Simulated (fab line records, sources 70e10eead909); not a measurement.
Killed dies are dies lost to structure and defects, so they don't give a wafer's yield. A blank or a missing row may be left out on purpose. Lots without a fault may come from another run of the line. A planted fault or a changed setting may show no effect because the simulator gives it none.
fab line records | flow nand_harc
record lots=23 wafers=69 last_day=33
route steps=1302 shown A_CONTACT@1082 A_M0@1152
lots that met no fault: from a run of the same line without faults
start_h: hours from the record's first day to the start of the lot's first wafer shown | wait_h: hours since the lot's step before | " the same as in the row above | L1.1+2: a row that stands for several wafers | - no value, or no start given | * or withheld: withheld | < > ~ a bound
route shown NAME@n: a module of which the file shows steps, and the number in the route of the first | usual: mean/standard deviation of fault-free wafers | same: alike in all rows | chamber/n: place in a boat | sites: the reading at each site | _std_site: their standard deviation | _edge_site: outer sites' mean less inner sites' | radius_mm: how far each site lies from the wafer's centre | mask NAME#n: copy n | behind: the tool/chamber that last shaped the wafer | hold: why the lot was held/for how many hours/how that ended | device: the transistor (n, p or np) that didn't switch | end of line: the same wafers' tests at the end of the route | a step without rows: its recipe alone | killed: dies lost to structure and defects at the first sort, not the wafer's yield | map: a wafer's dies, x killed, . not, _ none there
set.NAME: the setting as run; set.NAME@STEP: as run at that earlier step | model.NAME: the simulator's own value behind a step, which no gauge read
steps of the route over a sample of lots; a table a step, a row a wafer
services: from which hour (start_h, from the record's first day; less than 0 if before it) a tool's chamber was out of use, for how many hours, and why
## steps
# step NHARC_A_CONTACT_ETCH_88
# recipe target_depth_a=390 over_etch_frac=0.3 time_s=65 ion_energy_ev=80 cf4_flow_sccm=150 ar_flow_sccm=0 rf_w=300 bias_w=100 chemistry=CF4
# usual drypump_motor_current_A=5.9/0.38 oes_product_au=1.000/0.0098 rf_vpp_V=152.1/1.1 showerhead_plenum_p_Torr=1.84/0.062 throttle_valve_pct=13.284/0.0095
# columns lot.wafer tool chamber start_h wait_h drypump_motor_current_A oes_product_au rf_hours_counter_h rf_vpp_V showerhead_plenum_p_Torr throttle_valve_pct
L074.2 rie_diel-05 0 498.40 0.1 5.5 0.998 13 153.3 1.87 13.286
L074.4 " 2 " " 5.7 0.997 15 153.4 1.90 13.299
L074.1 " 3 " " 5.9 1.006 13 151.6 1.80 13.277
L075.2 rie_diel-12 3 518.18 0.1 5.8 1.026 21 153.8 1.90 13.290
L075.6 " 2 " " 6.2 1.012 - 148.8 1.69 13.291
L075.5 " 3 " " 5.8 1.029 - 152.3 1.90 13.276
L076.2 rie_diel-05 3 524.49 0.1 5.8 0.987 18 149.9 1.80 13.294
L076.1 " 0 " " 5.5 1.000 17 152.9 1.87 13.297
L076.5 " 0 " " 5.4 0.995 - 152.0 1.87 13.279
L077.2 rie_diel-12 3 527.25 0.1 5.8 1.015 25 152.2 1.90 13.269
L077.3 " 0 " " 5.9 0.986 24 153.0 1.88 13.279
L077.6 " 0 " " 5.9 0.986 - 153.9 1.88 13.284
L078.3 rie_diel-05 2 543.30 0.1 5.7 0.990 21 153.1 1.90 13.292
L078.1 " 1 " " 6.6 0.993 16 151.1 1.86 13.285
L078.5 " 3 " " 5.8 0.988 - 152.3 1.80 13.293
L079.2 rie_diel-05 0 559.89 0.1 5.5 0.994 21 151.7 1.87 13.274
L079.6 " 0 " " 5.4 1.003 - 152.9 1.87 13.281
L079.5 " 1 " " 6.5 1.005 - 153.1 1.86 13.282
L081.3 rie_diel-05 2 582.99 0.1 5.7 1.008 26 153.6 1.90 13.272
L081.4 " 0 " " 5.5 1.002 25 151.1 1.87 13.297
L081.6 " 3 " " 5.9 1.000 - 151.8 1.79 13.267
L082.4 rie_diel-06 1 585.70 0.1 5.7 0.989 36 151.1 1.75 13.293
L082.1 " 2 " " 5.0 1.002 33 150.2 1.87 13.289
L082.6 " 1 " " 5.7 0.990 - 150.2 1.75 13.283
L080.1 rie_diel-12 0 588.96 0.1 5.9 0.987 45 152.3 1.88 13.280
L080.3 " 3 " " 5.8 0.997 45 152.1 1.90 13.282
L080.5 " 0 " " 5.9 0.983 - 153.5 1.88 13.280
L083.4 rie_diel-05 3 611.60 0.1 5.9 1.008 2 151.4 1.79 13.284
L083.2 " 1 " " 6.6 1.000 1 151.6 1.86 13.263
L083.6 " 2 " " 5.7 1.008 - 153.7 1.90 13.286
L085.3 rie_diel-12 1 612.28 0.1 5.8 0.993 50 151.2 1.81 13.287
L085.2 " 2 " " 6.2 1.004 56 150.7 1.68 13.278
L085.1 " 0 " " 5.9 0.976 50 150.8 1.88 13.280
L084.2 rie_diel-05 1 630.20 0.1 6.6 1.002 5 153.3 1.86 13.284
L084.3 " 0 " " 5.5 1.003 4 151.8 1.87 13.290
L084.5 " 2 " " 5.8 1.006 - 152.5 1.90 13.272
L087.2 rie_diel-05 1 655.53 0.1 6.6 0.989 12 151.5 1.85 13.305
L087.1 " 2 " " 5.7 1.008 11 152.2 1.90 13.278
L087.6 " 2 " " 5.7 1.002 - 154.2 1.90 13.270
L089.3 rie_diel-05 1 657.14 0.1 6.5 0.996 12 153.5 1.85 13.283
L089.1 " 2 " " 5.7 1.002 12 153.3 1.90 13.296
L089.6 " 2 " " 5.7 1.000 - 151.9 1.90 13.294
L090.1 rie_diel-05 1 659.33 0.1 6.5 0.993 13 152.3 1.85 13.275
L090.3 " 2 " " 5.8 1.005 13 153.1 1.90 13.282
L090.5 " 3 " " 5.9 1.002 - 151.6 1.79 13.287
L088.4 rie_diel-05 2 663.81 0.2 5.7 1.011 14 154.3 1.90 13.286
L088.5 " 0 " " 5.4 1.014 - 151.0 1.86 13.301
L088.6 " 1 " " 6.6 1.003 - 150.8 1.85 13.284
L091.4 rie_diel-06 2 684.59 0.1 5.0 1.011 3 151.5 1.86 13.273
L091.3 " 0 " " 5.6 1.003 3 150.3 1.68 13.304
L091.6 " 3 " " 5.9 0.999 - 151.2 1.69 13.279
L093.1 rie_diel-05 2 696.36 0.1 5.7 1.006 21 154.1 1.89 13.293
L093.2 " 3 " " 5.9 0.993 19 150.2 1.79 13.288
L093.3 " 0 " " 5.4 1.013 18 152.4 1.86 13.271
L094.4 rie_diel-05 2 699.72 0.1 5.7 1.010 22 151.2 1.89 13.280
L094.1 " 0 " " 5.5 1.013 19 151.3 1.86 13.301
L094.2 " 1 " " 6.6 0.999 20 152.2 1.85 13.285
L092.1 rie_diel-05 3 702.69 0.1 5.9 0.987 20 153.0 1.79 13.290
L092.2 " 0 " " 5.4 1.001 20 152.0 1.86 13.277
L092.3 " 1 " " 6.6 0.996 21 152.2 1.85 13.293
L095.2 rie_diel-05 1 712.27 0.2 6.6 1.010 24 152.0 1.85 13.282
L095.3 " 3 " " 5.9 0.997 23 150.7 1.79 13.287
L095.6 " 2 " " 5.7 1.003 - 152.0 1.89 13.279
L097.2 rie_diel-05 3 728.71 0.1 5.8 0.997 25 151.0 1.79 13.304
L097.3 " 0 " " 5.4 1.005 24 152.5 1.86 13.278
L097.6 " 0 " " 5.4 1.005 - 153.4 1.86 13.282
L096.1 rie_diel-05 0 730.43 0.1 5.4 0.996 24 152.6 1.86 13.274
L096.2 " 1 " " 6.6 1.000 26 153.4 1.85 13.296
L096.6 " 3 " " 5.9 1.004 - 150.9 1.79 13.289
# step NHARC_A_CONTACT_ETCH_92
# recipe target_depth_a=400 over_etch_frac=0.5 time_s=85.7 ion_energy_ev=120 ch3f_flow_sccm=50 o2_flow_sccm=30 ar_flow_sccm=200 rf_w=500 bias_w=100 chemistry=CH3F/O2
# usual drypump_motor_current_A=5.8/0.35 o2_flow_sccm=30.01/0.092 oes_product_au=0.942/0.03 rf_vpp_V=245.4/1.9 showerhead_plenum_p_Torr=2.53/0.11 throttle_valve_pct=20.663/0.0097
# columns lot.wafer tool chamber start_h wait_h drypump_motor_current_A o2_flow_sccm oes_product_au rf_hours_counter_h rf_vpp_V showerhead_plenum_p_Torr throttle_valve_pct
L074.1 rie_diel-12 3 501.29 0.5 5.8 29.88 0.934 15 247.4 2.65 20.682
L074.2 " 0 " " 5.9 29.94 0.909 15 247.0 2.63 20.668
L074.4 " 1 " " 5.8 30.11 0.908 15 245.7 2.53 20.662
L075.2 rie_diel-06 2 521.08 0.5 5.0 30.04 0.994 10 246.2 2.61 20.658
L075.5 " 0 " " 5.6 30.01 1.007 - 242.4 2.35 20.654
L075.6 " 1 " " 5.7 29.97 0.984 - 244.7 2.44 20.656
L076.1 rie_diel-05 2 527.41 0.5 5.8 30.04 0.935 20 248.9 2.65 20.669
L076.2 " 0 " " 5.5 30.08 0.927 18 246.5 2.60 20.632
L076.5 " 1 " " 6.6 29.87 0.927 - 244.5 2.59 20.658
L077.2 rie_diel-05 0 530.50 0.5 5.5 30.07 0.932 18 246.9 2.60 20.665
L077.3 " 3 " " 5.9 29.96 0.919 18 245.5 2.50 20.664
L077.6 " 0 " " 5.5 30.10 0.927 - 246.9 2.60 20.666
L078.1 rie_diel-05 3 546.22 0.5 5.9 30.08 0.929 20 245.7 2.50 20.650
L078.3 " 2 " " 5.7 29.97 0.923 22 246.3 2.65 20.661
L078.5 " 3 " " 5.8 30.01 0.932 - 246.1 2.50 20.662
L079.2 rie_diel-12 3 562.81 0.5 5.8 29.83 1.020 32 247.5 2.65 20.672
L079.6 " 1 " " 5.8 29.96 0.994 - 244.9 2.52 20.661
L079.5 " 2 " " 6.2 29.97 1.017 - 242.1 2.34 20.682
L081.3 rie_diel-12 1 585.88 0.4 5.8 30.08 0.918 45 245.2 2.52 20.660
L081.4 " 0 " " 5.9 30.15 0.904 44 247.1 2.62 20.657
L081.6 " 1 " " 5.8 30.00 0.913 - 246.1 2.52 20.667
L082.4 rie_diel-12 0 588.59 0.4 5.9 29.93 0.915 44 246.1 2.62 20.670
L082.1 " 1 " " 5.8 29.95 0.918 45 244.6 2.52 20.658
L082.6 " 0 " " 5.9 29.99 0.919 - 247.3 2.62 20.652
L080.3 rie_diel-12 1 591.87 0.4 5.8 29.97 0.914 45 244.8 2.52 20.648
L080.1 " 2 " " 6.2 30.15 0.933 51 242.1 2.33 20.654
L080.5 " 0 " " 5.9 29.99 0.920 - 246.9 2.62 20.674
L083.4 rie_diel-05 3 614.47 0.4 5.8 30.20 0.948 2 244.6 2.49 20.640
L083.2 " 2 " " 5.7 30.07 0.963 2 247.0 2.65 20.661
L083.6 " 0 " " 5.5 29.92 0.947 - 243.9 2.60 20.672
L085.3 rie_diel-05 1 615.16 0.4 6.6 29.91 0.931 2 246.6 2.59 20.663
L085.2 " 2 " " 5.7 29.97 0.927 2 247.8 2.65 20.654
L085.1 " 3 " " 5.8 30.14 0.928 2 246.7 2.49 20.650
L084.3 rie_diel-05 2 633.53 0.4 5.7 29.94 0.935 7 248.2 2.65 20.673
L084.2 " 3 " " 5.9 30.09 0.957 5 245.1 2.49 20.673
L084.5 " 2 " " 5.7 30.06 0.947 - 246.2 2.65 20.671
L087.1 rie_diel-05 3 658.42 0.5 5.9 30.09 0.921 11 246.7 2.49 20.671
L087.2 " 0 " " 5.4 30.06 0.944 11 247.7 2.60 20.671
L087.6 " 0 " " 5.4 29.94 0.936 - 246.0 2.60 20.655
L089.3 rie_diel-12 0 660.02 0.4 5.9 30.11 0.977 10 249.9 2.61 20.664
L089.1 " 3 " " 5.8 30.06 0.998 9 246.8 2.63 20.654
L089.6 " 0 " " 5.9 30.06 0.981 - 245.5 2.61 20.658
L090.1 rie_diel-05 2 662.21 0.5 5.7 29.86 0.934 13 247.6 2.64 20.666
L090.3 " 3 " " 5.8 30.04 0.932 11 244.4 2.49 20.656
L090.5 " 2 " " 5.7 30.17 0.934 - 246.8 2.64 20.647
L088.5 rie_diel-05 3 667.47 0.4 5.8 29.97 0.926 - 244.8 2.49 20.648
L088.4 " 0 " " 5.4 30.21 0.927 - 247.3 2.60 20.664
L088.6 " 2 " " 5.8 29.89 0.935 - 246.7 2.64 20.675
L091.3 rie_diel-12 2 687.48 0.4 6.2 30.14 0.932 16 241.2 2.32 20.666
L091.4 " 3 " " 5.8 29.82 0.921 15 247.3 2.63 20.669
L091.6 " 2 " " 6.2 29.86 0.923 - 240.3 2.32 20.671
L093.1 rie_diel-12 1 699.38 0.5 5.8 29.94 0.921 22 245.1 2.51 20.653
L093.2 " 2 " " 6.2 29.94 0.931 20 243.0 2.32 20.650
L093.3 " 3 " " 5.8 30.01 0.932 20 246.9 2.63 20.651
L094.4 rie_diel-06 3 702.63 0.4 5.9 30.09 0.917 9 243.4 2.35 20.673
L094.2 " 0 " " 5.6 29.97 0.925 8 242.0 2.33 20.645
L094.1 " 1 " " 5.7 30.00 0.933 9 244.2 2.42 20.671
L092.3 rie_diel-05 3 705.57 0.4 5.8 29.85 0.922 22 247.0 2.49 20.670
L092.1 " 0 " " 5.5 30.12 0.939 21 246.8 2.59 20.675
L092.2 " 2 " " 5.7 29.91 0.932 25 245.3 2.64 20.674
L095.2 rie_diel-06 1 715.28 0.5 5.7 30.11 1.001 15 245.5 2.42 20.658
L095.3 " 2 " " 5.0 29.90 1.006 17 246.4 2.58 20.676
L095.6 " 3 " " 5.9 29.88 1.006 - 242.9 2.34 20.659
L097.2 rie_diel-05 2 731.62 0.5 5.8 30.01 0.925 30 246.0 2.64 20.653
L097.3 " 0 " " 5.5 29.91 0.930 25 247.7 2.59 20.658
L097.6 " 1 " " 6.6 30.08 0.921 - 246.1 2.58 20.674
L096.2 rie_diel-06 2 733.37 0.5 5.0 30.06 1.008 21 246.0 2.58 20.670
L096.1 " 0 " " 5.6 30.22 0.924 20 243.7 2.32 20.657
L096.6 " 3 " " 5.9 29.94 1.000 - 243.4 2.34 20.670
# step NHARC_A_CONTACT_ALD_18
# recipe target_thk_a=30 pulse_time_s=1 ald_cycles=150 temp_c=450 material=TiN
# usual heater_power_w=1108/120 precursor_pulse_height_rel=1.000/0.019
# same pulse_time_s=1
# columns lot.wafer tool chamber start_h wait_h heater_power_w precursor_pulse_height_rel
L074.1 ald_metal-01 0 502.47 - 1078 0.983
L074.2 " 1 " " 1076 1.008
L074.4 " 2 " " 984 0.970
L075.2 ald_metal-02 1 522.22 - 916 1.013
L075.6 " 0 " " 1053 0.990
L075.5 " 1 " " 938 0.990
L076.1 ald_metal-02 2 528.59 - 1281 1.018
L076.2 " 3 " " 1154 1.007
L076.5 " 0 " " 1083 0.984
L077.3 ald_metal-04 2 531.68 - 1148 1.014
L077.2 " 3 " " 1171 0.993
L077.6 " 1 " " 1240 1.012
L078.3 ald_metal-01 2 547.42 - 994 1.004
L078.1 " 3 " " 1398 1.009
L078.5 " 1 " " 1047 0.993
L079.2 ald_metal-01 3 563.99 - 1441 0.994
L079.5 " 1 " " 1031 1.012
L079.6 " 2 " " 989 1.005
L081.3 ald_metal-04 1 587.11 - 1209 1.006
L081.6 " 0 " " 1011 1.024
L081.4 " 1 " " 1220 1.022
L082.4 ald_metal-02 1 589.74 - 937 0.969
L082.1 " 0 " " 1056 0.999
L082.6 " 2 " " 1259 0.966
L080.1 ald_metal-01 3 593.06 - 1413 1.002
L080.3 " 0 " " 1049 1.011
L080.5 " 3 " " 1388 1.008
L083.4 ald_metal-04 1 615.63 - 1191 1.025
L083.2 " 3 " " 1174 0.981
L083.6 " 1 " " 1242 0.997
L085.2 ald_metal-04 2 616.38 - 1145 1.001
L085.3 " 0 " " 1015 0.980
L085.1 " 1 " " 1194 1.037
L084.3 ald_metal-04 2 634.71 - 1170 0.990
L084.2 " 3 " " 1187 0.977
L084.5 " 1 " " 1214 1.010
L087.1 ald_metal-02 0 659.58 - 1015 1.023
L087.2 " 2 " " 1202 0.994
L087.6 " 1 " " 928 0.983
L089.3 ald_metal-01 0 661.18 - 1045 0.981
L089.1 " 1 " " 1056 0.972
L089.6 " 0 " " 1019 0.989
L090.3 ald_metal-04 3 663.40 - 1121 1.023
L090.1 " 0 " " 1060 0.985
L090.5 " 3 " " 1129 0.981
L088.4 ald_metal-02 1 668.78 - 919 0.999
L088.5 " 2 " " 1183 0.987
L088.6 " 3 " " 1152 1.027
L091.3 ald_metal-01 3 688.63 - 1466 1.019
L091.4 " 1 " " 1052 0.993
L091.6 " 3 " " 1424 0.983
L093.1 ald_metal-01 1 700.52 - 1044 0.987
L093.2 " 2 " " 988 1.005
L093.3 " 0 " " 1059 0.998
L094.1 ald_metal-04 1 706.73 - 1151 1.020
L094.4 " 2 " " 1154 1.000
L094.2 " 3 " " 1141 1.017
L092.2 ald_metal-02 1 706.78 - 953 0.984
L092.1 " 2 " " 1213 0.994
L092.3 " 3 " " 1199 1.032
L095.3 ald_metal-01 3 716.42 - 1266 1.011
L095.2 " 0 " " 1032 1.007
L095.6 " 0 " " 1035 1.001
L097.2 ald_metal-02 1 732.80 - 950 0.987
L097.3 " 2 " " 1193 1.005
L097.6 " 1 " " 939 1.004
L096.1 ald_metal-01 3 734.52 - 1268 1.041
L096.2 " 1 " " 1018 0.959
L096.6 " 0 " " 1038 0.978
# step NHARC_A_M0_ETCH_15
# recipe target_depth_a=1500 overetch_a=150 time_s=82.5 c4f8_flow_sccm=withheld ar_flow_sccm=400 rf_w=600 bias_w=300 chemistry=C4F8/Ar
# usual oes_product_au=0.954/0.022 rf_vpp_V=442.2/1.8
# columns lot.wafer tool chamber start_h wait_h oes_product_au rf_hours_counter_h rf_vpp_V
L074.1 rie_diel-11 1 - - 0.960 5 443.5
L074.4 " 2 " " 0.969 5 442.6
L074.2 " 3 " " 0.984 4 438.4
L075.2 rie_diel-09 3 - - 0.950 1 442.6
L075.5 " 0 " " 0.975 - 441.9
L075.6 " 1 " " 0.969 - 441.2
L076.2 rie_diel-09 3 - - 0.953 2 440.9
L076.1 " 0 " " 0.971 1 444.6
L076.5 " 2 " " 0.918 - 444.7
L077.3 rie_diel-11 1 - - 0.927 6 442.8
L077.2 " 0 " " 0.931 5 440.4
L077.6 " 1 " " 0.928 - 444.2
L078.3 rie_diel-08 3 - - 0.951 0 441.1
L078.1 " 0 " " 0.982 0 442.3
L078.5 " 0 " " 0.984 - 445.2
L079.2 rie_diel-11 2 - - 0.916 8 444.1
L079.5 " 1 " " 0.923 - 445.2
L079.6 " 2 " " 0.928 - 442.8
L081.3 rie_diel-11 1 - - 0.959 8 441.8
L081.4 " 2 " " 0.948 9 443.8
L081.6 " 1 " " 0.969 - 442.4
L082.1 rie_diel-11 2 - - 0.954 10 442.0
L082.4 " 3 " " 0.969 8 440.1
L082.6 " 3 " " 0.974 - 436.9
L080.1 rie_diel-09 2 - - 0.920 4 444.4
L080.3 " 3 " " 0.924 4 440.2
L080.5 " 1 " " 0.944 - 440.2
L083.2 rie_diel-08 0 - - 0.975 4 444.3
L083.6 " 0 " " 0.979 - 444.2
L083.4 " 2 " " 0.955 - 443.6
L085.2 rie_diel-11 1 - - 0.991 0 442.2
L085.3 " 2 " " 0.962 0 443.6
L085.1 " 3 " " 0.958 1 440.2
L084.3 rie_diel-09 2 - - 0.981 6 441.8
L084.2 " 1 " " 0.977 7 441.1
L084.5 " 3 " " 0.949 - 439.3
L087.2 rie_diel-11 0 - - 0.970 3 439.5
L087.1 " 2 " " 0.969 4 442.6
L087.6 " 1 " " 0.979 - 443.3
L089.3 rie_diel-08 3 - - 0.923 8 440.0
L089.1 " 1 " " 0.917 7 443.3
L089.6 " 3 " " 0.926 - 438.5
L090.1 rie_diel-09 3 - - 0.925 7 441.2
L090.3 " 2 " " 0.920 7 445.1
L090.5 " 0 " " 0.915 - 442.9
L088.4 rie_diel-11 1 - - 0.965 4 442.2
L088.5 " 3 " " 0.974 - 438.8
L088.6 " 0 " " 0.955 - 440.3
L091.4 rie_diel-09 3 - - 0.972 2 439.7
L091.3 " 2 " " 0.992 2 443.8
L091.6 " 3 " " 0.978 - 441.8
L093.3 rie_diel-08 0 - - 0.939 9 443.1
L093.2 " 1 " " 0.928 10 442.6
L093.1 " 2 " " 0.931 11 443.9
L094.4 rie_diel-11 2 - - 0.930 6 442.5
L094.2 " 3 " " 0.922 6 439.3
L094.1 " 0 " " 0.915 5 441.5
L092.3 rie_diel-08 0 - - 0.942 10 444.8
L092.2 " 1 " " 0.927 10 444.5
L092.1 " 2 " " 0.928 11 444.8
L095.2 rie_diel-09 0 - - 0.969 3 443.7
L095.3 " 1 " " 0.968 2 440.8
L095.6 " 1 " " 0.959 - 443.2
L097.2 rie_diel-08 3 - - 0.987 1 440.8
L097.3 " 0 " " 0.982 1 443.5
L097.6 " 3 " " 0.980 - 441.0
L096.2 rie_diel-08 0 - - 0.983 1 444.2
L096.1 " 3 " " 0.965 1 439.8
L096.6 " 1 " " 0.987 - 443.4
# step NHARC_A_M0_STRIP_18
# recipe power_w=1000 n2_flow_sccm=150 h2_flow_sccm=150 ar_flow_sccm=0 bias_w=0 chemistry=N2/H2
# usual drypump_motor_current_A=6.0/0.52 oes_product_au=1.003/0.0099 rf_vpp_V=90.9/0.83 showerhead_plenum_p_Torr=2.09/0.064 throttle_valve_pct=14.172/0.0095
# columns lot.wafer tool chamber start_h wait_h drypump_motor_current_A oes_product_au rf_hours_counter_h rf_vpp_V showerhead_plenum_p_Torr throttle_valve_pct
L074.4 rie_diel-08 1 509.05 0.1 5.5 1.007 7.7 91.3 2.14 14.165
L074.2 " 2 " " 6.8 1.018 8.0 91.0 2.19 14.186
L074.1 " 3 " " 5.1 1.015 8.2 90.4 2.02 14.171
L075.2 rie_diel-09 1 528.92 0.1 5.7 1.016 0.7 89.5 2.06 14.164
L075.6 " 0 " " 5.7 1.009 - 92.4 2.13 14.165
L075.5 " 3 " " 6.2 0.993 - 88.8 2.03 14.173
L076.2 rie_diel-11 1 535.30 0.1 6.7 0.992 5.9 91.6 2.12 14.180
L076.1 " 0 " " 5.6 1.007 5.2 92.0 2.03 14.158
L076.5 " 1 " " 6.8 1.005 - 91.6 2.12 14.160
L077.3 rie_diel-08 3 538.21 0.1 5.1 1.010 10.1 90.5 2.02 14.164
L077.2 " 2 " " 6.8 1.007 9.4 90.6 2.19 14.167
L077.6 " 3 " " 5.1 1.012 - 90.3 2.02 14.164
L078.3 rie_diel-09 3 554.59 0.1 6.2 0.991 2.4 89.8 2.03 14.166
L078.1 " 0 " " 5.7 1.005 2.3 90.7 2.13 14.166
L078.5 " 2 " " 5.9 0.995 - 90.1 2.15 14.174
L079.2 rie_diel-09 3 571.05 0.1 6.2 0.987 3.5 92.1 2.03 14.179
L079.5 " 1 " " 5.7 1.009 - 90.7 2.06 14.178
L079.6 " 2 " " 5.9 0.988 - 91.8 2.15 14.166
L081.4 rie_diel-09 0 593.72 0.1 5.7 1.011 4.3 90.3 2.13 14.166
L081.3 " 2 " " 5.9 1.002 3.7 91.6 2.15 14.188
L081.6 " 3 " " 6.2 1.005 - 90.4 2.03 14.179
L082.1 rie_diel-08 2 596.51 0.1 6.8 0.998 2.9 92.8 2.19 14.175
L082.4 " 0 " " 5.9 1.013 1.6 91.1 2.15 14.183
L082.6 " 3 " " 5.1 1.008 - 89.8 2.02 14.172
L080.1 rie_diel-11 2 599.87 0.1 6.5 1.000 10.5 91.6 2.11 14.152
L080.3 " 0 " " 5.5 1.001 8.2 91.6 2.03 14.173
L080.5 " 3 " " 6.4 0.994 - 90.9 1.98 14.175
L083.2 rie_diel-09 1 622.28 0.1 5.7 1.012 6.0 90.0 2.06 14.175
L083.4 " 3 " " 6.2 0.989 5.3 91.7 2.03 14.181
L083.6 " 2 " " 5.9 1.003 - 91.2 2.15 14.164
L085.1 rie_diel-08 2 623.07 0.1 6.8 0.987 4.4 90.5 2.19 14.178
L085.3 " 3 " " 5.0 0.994 4.3 89.8 2.02 14.164
L085.2 " 0 " " 5.9 1.017 3.7 90.2 2.14 14.185
L084.3 rie_diel-08 3 641.10 0.1 5.1 1.008 5.7 91.6 2.02 14.157
L084.2 " 0 " " 5.9 1.005 5.2 92.1 2.15 14.173
L084.5 " 3 " " 5.1 1.003 - 89.5 2.02 14.156
L087.2 rie_diel-11 2 666.66 0.1 6.5 1.014 4.3 90.7 2.11 14.170
L087.1 " 3 " " 6.4 1.013 3.8 90.6 1.98 14.168
L087.6 " 2 " " 6.5 1.015 - 90.8 2.11 14.178
L089.3 rie_diel-09 2 667.65 0.1 5.9 1.001 7.0 91.4 2.15 14.174
L089.1 " 3 " " 6.2 0.994 7.3 90.1 2.03 14.175
L089.6 " 3 " " 6.2 1.006 - 91.7 2.03 14.155
L090.3 rie_diel-08 0 670.00 0.1 5.9 1.015 7.8 91.6 2.14 14.167
L090.1 " 2 " " 6.8 1.000 9.3 93.8 2.18 14.180
L090.5 " 1 " " 5.5 0.986 - 90.5 2.13 14.166
L088.4 rie_diel-08 3 675.30 0.1 5.0 1.001 8.9 90.8 2.02 14.168
L088.5 " 0 " " 5.9 1.008 - 91.4 2.14 14.180
L088.6 " 1 " " 5.5 0.978 - 91.1 2.13 14.173
L091.4 rie_diel-08 1 695.84 0.1 5.6 0.995 9.7 92.0 2.13 14.158
L091.3 " 0 " " 5.9 0.998 9.3 92.2 2.14 14.191
L091.6 " 1 " " 5.5 1.005 - 90.8 2.13 14.172
L093.2 rie_diel-11 3 706.88 0.1 6.4 1.003 5.7 90.6 1.98 14.176
L093.1 " 0 " " 5.6 0.987 4.9 91.4 2.03 14.166
L093.3 " 1 " " 6.8 1.015 4.8 91.8 2.12 14.175
L094.1 rie_diel-11 0 713.51 0.1 5.5 1.006 5.0 90.3 2.03 14.164
L094.2 " 1 " " 6.8 1.029 4.9 91.8 2.12 14.186
L094.4 " 3 " " 6.4 1.007 5.8 90.7 1.98 14.190
L092.3 rie_diel-11 3 713.79 0.1 6.4 0.999 5.9 90.3 1.98 14.181
L092.2 " 0 " " 5.6 1.000 5.0 91.0 2.03 14.172
L092.1 " 1 " " 6.8 1.014 4.9 92.3 2.12 14.171
L095.3 rie_diel-11 2 723.31 0.1 6.5 1.008 6.2 91.0 2.11 14.162
L095.2 " 0 " " 5.5 0.997 5.6 89.9 2.03 14.181
L095.6 " 3 " " 6.4 1.008 - 89.8 1.98 14.179
L097.2 rie_diel-09 2 739.35 0.1 5.9 1.007 3.9 90.8 2.15 14.160
L097.3 " 0 " " 5.7 0.996 3.4 90.9 2.12 14.182
L097.6 " 2 " " 5.9 1.014 - 91.2 2.15 14.177
L096.1 rie_diel-11 0 741.20 0.1 5.6 0.987 8.5 92.1 2.02 14.180
L096.2 " 2 " " 6.5 1.006 9.3 91.4 2.11 14.163
L096.6 " 0 " " 5.5 0.994 - 90.1 2.02 14.164
# step NHARC_A_M0_ANNEAL_30
# recipe temp_c=225 time_s=90
# usual wafer_temp_C_max=226.05/0.29
# columns lot.wafer tool chamber start_h wait_h wafer_temp_C_max
L074.1 rtp_anneal-02 0 510.33 - 226.11
L074.2 " 0 " " 225.96
L074.4 " 0 " " 226.13
L075.2 rtp_anneal-02 0 530.27 - 225.73
L075.5 " 0 " " 225.87
L075.6 " 0 " " 225.97
L076.1 rtp_anneal-02 0 536.64 0.3 226.17
L076.2 " 0 " " 225.72
L076.5 " 0 " " 225.80
L077.2 rtp_anneal-02 0 539.69 0.4 225.74
L077.3 " 0 " " 226.02
L077.6 " 0 " " 226.21
L078.1 rtp_anneal-02 0 555.85 - 225.72
L078.3 " 0 " " 225.58
L078.5 " 0 " " 226.23
L079.2 rtp_anneal-01 0 572.32 0.4 226.15
L079.5 " 0 " " 226.40
L079.6 " 0 " " 226.42
L081.3 rtp_anneal-01 0 595.08 0.3 225.66
L081.4 " 0 " " 225.66
L081.6 " 0 " " 225.43
L082.1 rtp_anneal-02 0 598.19 0.3 225.62
L082.4 " 0 " " 225.72
L082.6 " 0 " " 225.62
L080.1 rtp_anneal-01 0 601.15 0.3 226.05
L080.3 " 0 " " 226.28
L080.5 " 0 " " 226.21
L083.2 rtp_anneal-01 0 623.63 0.3 225.71
L083.4 " 0 " " 225.76
L083.6 " 0 " " 225.78
L085.1 rtp_anneal-01 0 624.42 0.3 226.47
L085.2 " 0 " " 226.40
L085.3 " 0 " " 226.28
L084.2 rtp_anneal-01 0 642.41 0.3 226.12
L084.3 " 0 " " 226.30
L084.5 " 0 " " 226.36
L087.1 rtp_anneal-02 0 667.98 0.3 226.63
L087.2 " 0 " " 225.83
L087.6 " 0 " " 226.34
L089.1 rtp_anneal-01 0 668.97 0.3 226.21
L089.3 " 0 " " 226.37
L089.6 " 0 " " 226.31
L090.1 rtp_anneal-02 0 671.30 0.3 225.95
L090.3 " 0 " " 225.80
L090.5 " 0 " " 225.64
L088.4 rtp_anneal-02 0 676.66 - 226.02
L088.5 " 0 " " 226.32
L088.6 " 0 " " 226.09
L091.3 rtp_anneal-02 0 697.23 0.3 225.92
L091.4 " 0 " " 225.62
L091.6 " 0 " " 225.82
L093.1 rtp_anneal-01 0 708.17 0.3 226.30
L093.2 " 0 " " 226.07
L093.3 " 0 " " 226.26
L094.1 rtp_anneal-01 0 714.79 0.3 226.49
L094.2 " 0 " " 225.98
L094.4 " 0 " " 225.66
L092.1 rtp_anneal-02 0 715.07 - 226.03
L092.2 " 0 " " 225.59
L092.3 " 0 " " 226.31
L095.2 rtp_anneal-02 0 724.68 - 225.83
L095.3 " 0 " " 225.77
L095.6 " 0 " " 225.84
L097.2 rtp_anneal-02 0 740.67 - 225.85
L097.3 " 0 " " 225.96
L097.6 " 0 " " 225.94
L096.1 rtp_anneal-02 0 742.46 - 225.87
L096.2 " 0 " " 225.98
L096.6 " 0 " " 226.02
## services
# columns tool chamber start_h hours kind
rie_diel-08 1 486.17 3.1 repair
rie_diel-09 - 497.15 9.0 pm
ald_metal-02 - 505.12 1.4 repair
rie_diel-09 0 510.14 4.2 repair
rie_diel-09 2 525.57 9.4 repair
ald_metal-01 - 526.00 10.0 pm
rie_diel-11 3 526.15 14.8 repair
rie_diel-08 - 544.81 9.0 pm
rie_diel-05 - 552.11 0.1 repair
rie_diel-08 0 579.45 3.8 repair
rie_diel-05 - 583.82 9.0 pm
rie_diel-09 0 589.79 1.5 repair
rie_diel-11 - 609.50 9.0 pm
rie_diel-08 1 615.17 13.5 repair
rie_diel-09 - 618.97 0.8 repair
rie_diel-12 - 622.92 9.0 pm
ald_metal-01 3 641.67 30.6 repair
rie_diel-09 - 658.58 1.9 repair
rie_diel-09 1 664.22 12.5 repair
rie_diel-05 1 666.27 8.2 repair
rie_diel-09 - 674.15 9.0 pm
ald_metal-01 - 704.00 10.0 pm
rie_diel-08 - 721.81 9.0 pm
ald_metal-01 3 737.87 13.1 repair
## key
fault none
